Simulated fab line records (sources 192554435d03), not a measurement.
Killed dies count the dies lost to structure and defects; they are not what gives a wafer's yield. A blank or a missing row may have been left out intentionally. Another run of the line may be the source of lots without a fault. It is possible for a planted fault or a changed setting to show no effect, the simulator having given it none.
Chamber matching + flow n5 finfet + ald sin-04 running N5_SD_EPI_N_LINER_46: 4 sister chambers
The step material SiNx, target thk 3 nm. 4 wafers are shown with their chamber, then 8 later ones without.

## WAFERS, EACH WITH ITS CHAMBER
| wafer  | chamber | heater power w (W) |
|--------|---------|--------------------|
| L087.2 | 1       | 823                |
| L089.1 | 0       | 975                |
| L090.4 | 3       | 864                |
| L091.1 | 2       | 849                |

## WAFERS WITHOUT THEIR CHAMBER
| wafer  | heater power w (W) |
|--------|--------------------|
| L091.4 | 845                |
| L091.5 | 849                |
| L095.3 | 798                |
| L095.5 | 836                |
| L095.6 | 803                |
| L097.2 | 939                |
| L097.4 | 853                |
| L097.5 | 840                |

## WHICH CHAMBER EACH ONE RAN IN
| wafer  | from the rows above          | in truth |
|--------|------------------------------|----------|
| L091.4 | can't be placed: 2 or 3 or 1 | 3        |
| L091.5 | can't be placed: 2 or 3 or 1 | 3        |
| L095.3 | can't be placed: 1 or 2      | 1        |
| L095.5 | can't be placed: 1 or 2 or 3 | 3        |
| L095.6 | can't be placed: 1 or 2      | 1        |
| L097.2 | 0                            | 0        |
| L097.4 | can't be placed: 2 or 3 or 1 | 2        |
| L097.5 | can't be placed: 2 or 1 or 3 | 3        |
1 of 8 placed correctly. Cannot be placed on the basis of these rows: 7; the candidates contain the true chamber in 7. Number placed wrongly: 0.
How it was worked out, from the rows above alone: a wafer's distance from a chamber is the root of the sum, over the readings, of the square of ((its reading less the chamber's mean) divided by the reading's scatter). If the next closest chamber is less than 2 further off than the closest, the wafer can't be placed; otherwise it belongs to the closest. The mean given for a chamber averages the wafers shown for that chamber. The scatter (one wafer shown for each chamber): square how far every hidden wafer sits from the nearest shown wafer, average those squares and take the square root.
